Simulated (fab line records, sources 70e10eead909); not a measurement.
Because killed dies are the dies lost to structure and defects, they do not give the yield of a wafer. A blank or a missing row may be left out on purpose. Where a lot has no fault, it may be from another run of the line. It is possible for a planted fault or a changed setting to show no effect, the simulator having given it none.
Which tool is to blame? -- flow nand harc -- 24 lots, 72 wafers sampled, at 6 steps of a route of 1302

WHAT EACH GAUGE READ, for each wafer
The record holds no reading of a measuring or inspecting step that can be judged against a usual standard deviation.

WHICH TOOL RAN EACH LOT (tool, then ch and the chambers of the sampled wafers, then the start)
lot,NHARC_A_CONTACT_ETCH_130,NHARC_A_CONTACT_ETCH_131,NHARC_A_CONTACT_ETCH_132,NHARC_A_CONTACT_ETCH_136,NHARC_A_CONTACT_STRIP_26,NHARC_A_CONTACT_CMP_20
L074,"har cap etch-02 ch 0,1, day 22 04:19","har cap etch-02 ch 0,1, day 22 04:29","har cap etch-02 ch 0,1, day 22 04:40","har cap etch-01 ch 0,1, day 22 13:41","rie diel-04 ch 1,2,3, day 22 17:19 or earlier","cmp-04 ch 0,2,3, day 22 17:19"
L075,"har cap etch-02 ch 0,1, day 22 06:22","har cap etch-02 ch 0,1, day 22 06:32","har cap etch-02 ch 0,1, day 22 06:43","har cap etch-03 ch 0,1, day 22 15:31","rie diel-05 ch 0,2,3, day 22 19:10 or earlier","cmp-02 ch 1,2,3, day 22 19:10"
L076,"har cap etch-03 ch 0,1, day 22 09:55","har cap etch-03 ch 0,1, day 22 10:06","har cap etch-03 ch 0,1, day 22 10:16","har cap etch-01 ch 0,1, day 22 19:35","rie diel-05 ch 0,3, day 22 23:26 or earlier","cmp-03 ch 2,3, day 22 23:26"
L077,"har cap etch-03 ch 0,1, day 23 01:39","har cap etch-03 ch 0,1, day 23 01:50","har cap etch-03 ch 0,1, day 23 02:00","har cap etch-03 ch 0,1, day 23 08:53","rie diel-01 ch 0,1,3, day 23 12:38 or earlier","cmp-03 ch 0,1,3, day 23 12:38"
L078,"har cap etch-01 ch 0,1, day 23 12:56","har cap etch-01 ch 0,1, day 23 13:07","har cap etch-01 ch 0,1, day 23 13:18","har cap etch-02 ch 0,1, day 23 20:10","rie diel-01 ch 0,1, day 24 00:19 or earlier","cmp-04 ch 0,3, day 24 00:19"
L080,"har cap etch-03 ch 0,1, day 24 11:16","har cap etch-03 ch 0,1, day 24 11:26","har cap etch-03 ch 0,1, day 24 11:37","har cap etch-02 ch 0,1, day 24 20:14","rie diel-05 ch 0,3, day 24 23:56 or earlier","cmp-03 ch 1,2,3, day 24 23:56"
L079,"har cap etch-01 ch 0,1, day 24 14:17","har cap etch-01 ch 0,1, day 24 14:28","har cap etch-01 ch 0,1, day 24 14:38","har cap etch-01 ch 0,1, day 24 22:05","rie diel-05 ch 0,1,3, day 25 01:46 or earlier","cmp-03 ch 0,1, day 25 01:46"
L081,"har cap etch-02 ch 0, day 24 23:10","har cap etch-02 ch 0, day 24 23:21","har cap etch-02 ch 0, day 24 23:32","har cap etch-01 ch 0,1, day 25 06:58","rie diel-01 ch 0,1,3, day 25 10:50 or earlier","cmp-04 ch 1,3, day 25 10:50"
L082,"har cap etch-03 ch 0,1, day 25 06:20","har cap etch-03 ch 0,1, day 25 06:31","har cap etch-03 ch 0,1, day 25 06:41","har cap etch-01 ch 0,1, day 25 12:59","rie diel-01 ch 1,2,3, day 25 16:44 or earlier","cmp-02 ch 1,2, day 25 16:44"
L084,"har cap etch-03 ch 0,1, day 25 21:41","har cap etch-03 ch 0,1, day 25 21:52","har cap etch-03 ch 0,1, day 25 22:02","har cap etch-03 ch 0,1, day 26 05:50","rie diel-04 ch 0,1,3, day 26 09:34 or earlier","cmp-02 ch 2,3, day 26 09:34"
L083,"har cap etch-01 ch 0,1, day 26 01:14","har cap etch-01 ch 0,1, day 26 01:25","har cap etch-01 ch 0,1, day 26 01:35","har cap etch-01 ch 0,1, day 26 08:16","rie diel-05 ch 1,2, day 26 12:06 or earlier","cmp-02 ch 0,1,3, day 26 12:06"
L085,"har cap etch-02 ch 0,1, day 26 05:19","har cap etch-02 ch 0,1, day 26 05:29","har cap etch-02 ch 0,1, day 26 05:40","har cap etch-02 ch 0,1, day 26 14:40","rie diel-05 ch 1,2,3, day 26 18:59 or earlier","cmp-03 ch 0,2,3, day 26 18:59"
L086,"har cap etch-02 ch 0,1, day 27 07:00","har cap etch-02 ch 0,1, day 27 07:11","har cap etch-02 ch 0,1, day 27 07:21","har cap etch-01 ch 0,1, day 27 16:41","rie diel-04 ch 0,3, day 27 20:26 or earlier","cmp-04 ch 0,2, day 27 20:26"
L087,"har cap etch-03 ch 0,1, day 27 10:32","har cap etch-03 ch 0,1, day 27 10:42","har cap etch-03 ch 0,1, day 27 10:53","har cap etch-02 ch 0,1, day 27 19:19","rie diel-01 ch 0,1,2, day 27 22:56 or earlier","cmp-04 ch 0,2,3, day 27 22:56"
L089,"har cap etch-01 ch 0,1, day 27 22:58","har cap etch-01 ch 0,1, day 27 23:08","har cap etch-01 ch 0,1, day 27 23:19","har cap etch-01 ch 0,1, day 28 05:43","rie diel-01 ch 0,1,2, day 28 09:56 or earlier","cmp-02 ch 1,2,3, day 28 09:56"
L090,"har cap etch-03 ch 0,1, day 28 01:14","har cap etch-03 ch 0,1, day 28 01:25","har cap etch-03 ch 0,1, day 28 01:36","har cap etch-03 ch 0,1, day 28 08:01","rie diel-01 ch 0,2, day 28 11:37 or earlier","cmp-03 ch 0,1,2, day 28 11:37"
L088,"har cap etch-02 ch 0,1, day 28 02:53","har cap etch-02 ch 0,1, day 28 03:03","har cap etch-02 ch 0,1, day 28 03:14","har cap etch-02 ch 0,1, day 28 09:41","rie diel-05 ch 1,2, day 28 13:20 or earlier","cmp-02 ch 1,3, day 28 13:20"
L091,"har cap etch-02 ch 0,1, day 29 11:51","har cap etch-02 ch 0,1, day 29 12:02","har cap etch-02 ch 0,1, day 29 12:12","har cap etch-02 ch 0,1, day 29 20:07","rie diel-04 ch 0,2,3, day 29 23:42 or earlier","cmp-04 ch 0,1,3, day 29 23:42"
L092,"har cap etch-01 ch 0,1, day 29 15:02","har cap etch-01 ch 0,1, day 29 15:13","har cap etch-01 ch 0,1, day 29 15:24","har cap etch-03 ch 0,1, day 30 00:14","rie diel-04 ch 1,2, day 30 03:53 or earlier","cmp-02 ch 0,1,3, day 30 03:53"
L093,"har cap etch-02 ch 0,1, day 30 04:09","har cap etch-02 ch 0,1, day 30 04:19","har cap etch-02 ch 0,1, day 30 04:30","har cap etch-01 ch 0,1, day 30 11:46","rie diel-05 ch 0,1,3, day 30 15:35 or earlier","cmp-03 ch 0,1,2, day 30 15:35"
L094,"har cap etch-01 ch 0,1, day 30 09:13","har cap etch-01 ch 0,1, day 30 09:23","har cap etch-01 ch 0,1, day 30 09:34","har cap etch-03 ch 0,1, day 30 16:00","rie diel-05 ch 0,3, day 30 19:34 or earlier","cmp-04 ch 0,1, day 30 19:34"
L095,"har cap etch-01 ch 0,1, day 30 21:20","har cap etch-01 ch 0,1, day 30 21:31","har cap etch-01 ch 0,1, day 30 21:41","har cap etch-01 ch 0,1, day 31 03:58","rie diel-05 ch 1,2,3, day 31 07:34 or earlier","cmp-03 ch 1,2, day 31 07:34"
L096,"har cap etch-03 ch 0,1, day 30 22:52","har cap etch-03 ch 0,1, day 30 23:02","har cap etch-03 ch 0,1, day 30 23:13","har cap etch-01 ch 0,1, day 31 08:24","rie diel-01 ch 0,2,3, day 31 11:56 or earlier","cmp-03 ch 0,3, day 31 11:56"
L097,"har cap etch-03 ch 0,1, day 31 09:02","har cap etch-03 ch 0,1, day 31 09:13","har cap etch-03 ch 0,1, day 31 09:24","har cap etch-01 ch 0, day 31 16:47","rie diel-05 ch 1,2,3, day 31 20:25 or earlier","cmp-03 ch 0,1, day 31 20:25"
- NHARC_A_CONTACT_ETCH_130: etches the open film in C4F8/O2/Ar, time 197 s, target depth 1918 nm.
- NHARC_A_CONTACT_ETCH_131: etches the open film in C4F8/O2/Ar, time 197 s, target depth 1918 nm.
- NHARC_A_CONTACT_ETCH_132: etches the open film in C4F8/O2/Ar, time 197 s, target depth 1924 nm.
- NHARC_A_CONTACT_ETCH_136: etches the open film in C4F8/O2/Ar, time 311 s, target depth 1912 nm.
- NHARC_A_CONTACT_STRIP_26: strips in O2.
- NHARC_A_CONTACT_CMP_20: polishes, t overpolish 30 s, target thk 300 nm.

AS READ BY THE TOOLS THEMSELVES (means over the sampled wafers that have a number; for cases with no such wafer, the mark the record gives instead)
NHARC_A_CONTACT_ETCH_130.
lot,tool,oes air line au (a.u.)
L074,har cap etch-02,1.003
L075,har cap etch-02,0.980
L076,har cap etch-03,0.996
L077,har cap etch-03,1.003
L078,har cap etch-01,1.006
L080,har cap etch-03,1.035
L079,har cap etch-01,1.002
L081,har cap etch-02,0.976
L082,har cap etch-03,1.014
L084,har cap etch-03,1.003
L083,har cap etch-01,0.991
L085,har cap etch-02,1.009
L086,har cap etch-02,1.010
L087,har cap etch-03,0.983
L089,har cap etch-01,0.991
L090,har cap etch-03,1.009
L088,har cap etch-02,1.023
L091,har cap etch-02,0.981
L092,har cap etch-01,1.001
L093,har cap etch-02,0.990
L094,har cap etch-01,1.002
L095,har cap etch-01,1.004
L096,har cap etch-03,1.007
L097,har cap etch-03,0.982

NHARC_A_CONTACT_ETCH_131.
lot,tool,oes air line au (a.u.)
L074,har cap etch-02,0.996
L075,har cap etch-02,1.017
L076,har cap etch-03,1.006
L077,har cap etch-03,0.988
L078,har cap etch-01,0.999
L080,har cap etch-03,1.017
L079,har cap etch-01,1.021
L081,har cap etch-02,1.013
L082,har cap etch-03,0.993
L084,har cap etch-03,0.996
L083,har cap etch-01,0.990
L085,har cap etch-02,1.013
L086,har cap etch-02,0.995
L087,har cap etch-03,0.987
L089,har cap etch-01,1.013
L090,har cap etch-03,1.030
L088,har cap etch-02,1.021
L091,har cap etch-02,1.003
L092,har cap etch-01,1.003
L093,har cap etch-02,0.972
L094,har cap etch-01,0.990
L095,har cap etch-01,0.983
L096,har cap etch-03,0.993
L097,har cap etch-03,1.002

NHARC_A_CONTACT_ETCH_132.
lot,tool,oes air line au (a.u.)
L074,har cap etch-02,0.998
L075,har cap etch-02,0.993
L076,har cap etch-03,0.986
L077,har cap etch-03,0.998
L078,har cap etch-01,0.994
L080,har cap etch-03,1.005
L079,har cap etch-01,1.007
L081,har cap etch-02,0.981
L082,har cap etch-03,1.018
L084,har cap etch-03,0.996
L083,har cap etch-01,0.996
L085,har cap etch-02,1.009
L086,har cap etch-02,0.991
L087,har cap etch-03,1.021
L089,har cap etch-01,0.972
L090,har cap etch-03,0.998
L088,har cap etch-02,0.991
L091,har cap etch-02,1.006
L092,har cap etch-01,0.971
L093,har cap etch-02,0.984
L094,har cap etch-01,0.997
L095,har cap etch-01,1.012
L096,har cap etch-03,0.985
L097,har cap etch-03,0.985

NHARC_A_CONTACT_ETCH_136.
lot,tool,oes air line au (a.u.)
L074,har cap etch-01,0.997
L075,har cap etch-03,0.982
L076,har cap etch-01,1.000
L077,har cap etch-03,0.970
L078,har cap etch-02,1.007
L080,har cap etch-02,0.999
L079,har cap etch-01,1.006
L081,har cap etch-01,1.026
L082,har cap etch-01,0.995
L084,har cap etch-03,1.019
L083,har cap etch-01,1.015
L085,har cap etch-02,1.014
L086,har cap etch-01,1.004
L087,har cap etch-02,1.003
L089,har cap etch-01,0.998
L090,har cap etch-03,0.994
L088,har cap etch-02,1.001
L091,har cap etch-02,0.990
L092,har cap etch-03,0.994
L093,har cap etch-01,0.987
L094,har cap etch-03,1.000
L095,har cap etch-01,1.025
L096,har cap etch-01,1.019
L097,har cap etch-01,0.966

NHARC_A_CONTACT_STRIP_26.
lot,tool,drypump motor current A (A),mfc ar sccm (sccm),oes product au (a.u.),rf vpp V (V),showerhead plenum p Torr (Torr),throttle valve pct (%)
L074,rie diel-04,6.0,0.012,1.011,58.1,3.59,17.033
L075,rie diel-05,5.7,0.015,0.998,57.4,3.55,17.033
L076,rie diel-05,5.5,0.018,1.006,58.0,3.70,17.031
L077,rie diel-01,5.7,0.010,1.007,57.4,3.51,17.041
L078,rie diel-01,5.6,0.011,1.001,57.4,3.39,17.048
L080,rie diel-05,5.8,0.028,1.002,57.8,3.59,17.043
L079,rie diel-05,5.4,0.015,1.001,58.4,3.67,17.036
L081,rie diel-01,5.7,0.010,1.002,57.2,3.51,17.036
L082,rie diel-01,5.8,0.005,1.008,58.3,3.64,17.029
L084,rie diel-04,6.0,0.018,1.011,57.9,3.49,17.039
L083,rie diel-05,5.6,0.000,1.004,57.3,3.47,17.033
L085,rie diel-05,5.4,0.003,1.002,58.5,3.62,17.039
L086,rie diel-04,6.0,0.020,0.997,57.7,3.47,17.041
L087,rie diel-01,5.7,0.005,1.002,57.3,3.50,17.037
L089,rie diel-01,5.7,0.005,1.010,57.9,3.50,17.042
L090,rie diel-01,5.8,0.011,1.000,56.9,3.48,17.034
L088,rie diel-05,5.6,0.000,1.002,57.6,3.46,17.031
L091,rie diel-04,6.0,0.014,1.000,58.0,3.54,17.039
L092,rie diel-04,6.3,0.004,0.995,58.0,3.50,17.037
L093,rie diel-05,5.4,0.015,1.010,58.7,3.66,17.032
L094,rie diel-05,5.5,0.018,1.012,58.4,3.68,17.025
L095,rie diel-05,5.4,0.003,1.009,58.0,3.61,17.038
L096,rie diel-01,5.9,0.010,1.001,57.5,3.60,17.034
L097,rie diel-05,5.4,0.003,0.994,57.4,3.60,17.036

NHARC_A_CONTACT_CMP_20.
lot,tool,edge zone pressure frac,motor current A (A),overpolish run s (s),time to endpoint s (s)
L074,cmp-04,1.001,12.3,29.994,59.5
L075,cmp-02,0.998,12.3,29.998,57.8
L076,cmp-03,0.992,11.8,30.003,62.5
L077,cmp-03,0.996,12.2,29.998,64.4
L078,cmp-04,0.999,12.9,29.998,61.6
L080,cmp-03,0.998,12.3,29.992,60.2
L079,cmp-03,1.002,11.8,29.995,64.1
L081,cmp-04,0.995,10.9,29.990,60.0
L082,cmp-02,1.002,12.0,30.000,60.9
L084,cmp-02,0.998,12.5,29.997,57.6
L083,cmp-02,1.003,11.7,29.998,58.8
L085,cmp-03,1.003,11.9,29.992,59.1
L086,cmp-04,0.998,13.3,30.001,61.5
L087,cmp-04,1.001,11.9,30.009,55.8
L089,cmp-02,0.997,12.0,29.991,61.5
L090,cmp-03,0.998,11.5,30.001,61.6
L088,cmp-02,0.999,12.1,30.011,61.9
L091,cmp-04,1.004,12.0,29.998,62.1
L092,cmp-02,0.999,12.0,29.994,63.9
L093,cmp-03,0.996,11.4,30.006,57.7
L094,cmp-04,0.999,11.8,29.994,59.9
L095,cmp-03,0.999,11.7,30.007,58.8
L096,cmp-03,1.004,11.6,29.996,63.4
L097,cmp-03,1.004,11.5,30.005,59.5

THE ANSWER, worked out from the rows above alone
Rule: the usual values come from the lots themselves. The widest of any qualifying gaps counts: lots, ordered by their means at a reading, are off when they make up no more than a third of the lots, leave a main group of 4 or more, and stand apart from it by 3 or more times the standard deviation of that group's means. If all means in a main group match to the digits the tables above print for the reading, that group is not used. A lot without any number at a reading at which 4 lots or more have one is off too. All remaining lots with rows at the step are treated as sound. The gauges are gone through in route order, then the tools' own readings, and for those a lot's mean is taken as printed above. The first step at which some lot is off is used, and at that step the reading that is off furthest; a lot without a number counts as furthest.
None of the lots is off at any reading shown; this tells nothing.

WHAT THE SIMULATOR HAD PUT IN
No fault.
